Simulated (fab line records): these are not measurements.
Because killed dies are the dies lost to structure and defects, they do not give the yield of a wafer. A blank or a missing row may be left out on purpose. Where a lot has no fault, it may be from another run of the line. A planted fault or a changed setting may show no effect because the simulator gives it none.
Matching of chambers || flow n5Finfet || N5_BEOL_M0_SAQP_SPACER1_ALD_98 on aldSin-02: 4 sister chambers
The step deposits SiO2, target thk 12.8 nm, pulse time 1 s, purge time 2 s. 4 wafers are shown with their chamber, then 8 later ones without.

== EACH WAFER AND ITS CHAMBER ==
{"wafer": "L961.5", "chamber": 2, "heaterPowerW (W)": 477}
{"wafer": "L963.1", "chamber": 0, "heaterPowerW (W)": 459}
{"wafer": "L963.5", "chamber": 3, "heaterPowerW (W)": 558}
{"wafer": "L964.1", "chamber": 1, "heaterPowerW (W)": 442}

== WAFERS WHOSE CHAMBER IS MISSING ==
{"wafer": "L964.2", "heaterPowerW (W)": 470}
{"wafer": "L964.3", "heaterPowerW (W)": 470}
{"wafer": "L970.1", "heaterPowerW (W)": 429}
{"wafer": "L970.3", "heaterPowerW (W)": 571}
{"wafer": "L970.5", "heaterPowerW (W)": 430}
{"wafer": "L972.2", "heaterPowerW (W)": 463}
{"wafer": "L972.3", "heaterPowerW (W)": 567}
{"wafer": "L972.5", "heaterPowerW (W)": 433}

== EACH ONE'S CHAMBER ==
{"wafer": "L964.2", "from the rows above": "can't be placed: 2 or 0", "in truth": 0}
{"wafer": "L964.3", "from the rows above": "can't be placed: 2 or 0", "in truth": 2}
{"wafer": "L970.1", "from the rows above": "can't be placed: 1 or 0", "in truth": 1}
{"wafer": "L970.3", "from the rows above": 3, "in truth": 3}
{"wafer": "L970.5", "from the rows above": "can't be placed: 1 or 0", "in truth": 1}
{"wafer": "L972.2", "from the rows above": "can't be placed: 0 or 2 or 1", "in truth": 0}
{"wafer": "L972.3", "from the rows above": 3, "in truth": 3}
{"wafer": "L972.5", "from the rows above": "can't be placed: 1 or 0", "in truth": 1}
Correct placement for 2 of the 8. These rows do not allow placing 6 (true chamber among the candidates in 6). Wrongly placed: 0.
How it was worked out, from the rows above alone: a wafer's distance from a chamber is the root of the sum, over the readings, of the square of ((its reading less the chamber's mean) divided by the reading's scatter). The wafer belongs to the nearest chamber; if the next one is less than 2 further off, it can't be placed. The mean given for a chamber averages the wafers shown for that chamber. The scatter: root of mean squared gap, hidden wafer to nearest shown wafer, with one shown wafer a chamber.
